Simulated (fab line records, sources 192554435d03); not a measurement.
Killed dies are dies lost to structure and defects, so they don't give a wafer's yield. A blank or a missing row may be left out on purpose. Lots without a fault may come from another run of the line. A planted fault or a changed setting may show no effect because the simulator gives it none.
Chamber matching | flow n5_finfet | N5_BEOL_M5_CURE_79 on uv_cure-03: 3 sister chambers
The step cures SiCOH lowk, time 240 s. 6 wafers are shown with their chamber, then 8 later ones without.

WAFERS WITH THEIR CHAMBER
wafer  | chamber | wafer_temp_C_max | lamp_power_pct (%)
L075.2 | 1       | 387.9            | 52.21
L075.5 | 1       | 388.1            | 52.35
L084.3 | 0       | 387.2            | 52.27
L084.6 | 0       | 387.3            | 52.23
L088.5 | 2       | 386.4            | 52.14
L092.1 | 2       | 385.8            | 52.28

WAFERS WITHOUT THEIR CHAMBER
wafer  | wafer_temp_C_max | lamp_power_pct (%)
L092.3 | 386.3            | 52.37
L092.4 | 386.8            | 52.30
L095.2 | 387.6            | 52.26
L095.3 | 388.2            | 52.33
L095.5 | 388.0            | 52.27
L096.1 | 388.9            | 52.27
L096.2 | 388.6            | 52.30
L096.4 | 389.3            | 52.28

WHICH CHAMBER EACH WENT THROUGH
wafer  | from the rows above     | in truth
L092.3 | can't be placed: 2 or 0 | 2
L092.4 | can't be placed: 0 or 2 | 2
L095.2 | can't be placed: 0 or 1 | 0
L095.3 | 1                       | 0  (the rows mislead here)
L095.5 | 1                       | 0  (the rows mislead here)
L096.1 | 1                       | 1
L096.2 | 1                       | 1
L096.4 | 1                       | 1
Placed correctly: 3 of 8. Can't be placed from these rows: 3 (the true chamber is among the candidates in 3). Placed wrongly: 2.
How it was worked out, from the rows above alone: a wafer's distance from a chamber is the root of the sum, over the readings, of the square of ((its reading less the chamber's mean) divided by the reading's scatter). The wafer belongs to the nearest chamber; if the next one is less than 2 further off, it can't be placed. A chamber's mean is the mean of its shown wafers. The scatter: the root of (the sum of the squares of (reading less its chamber's mean) over the shown wafers, divided by (wafers less chambers)).
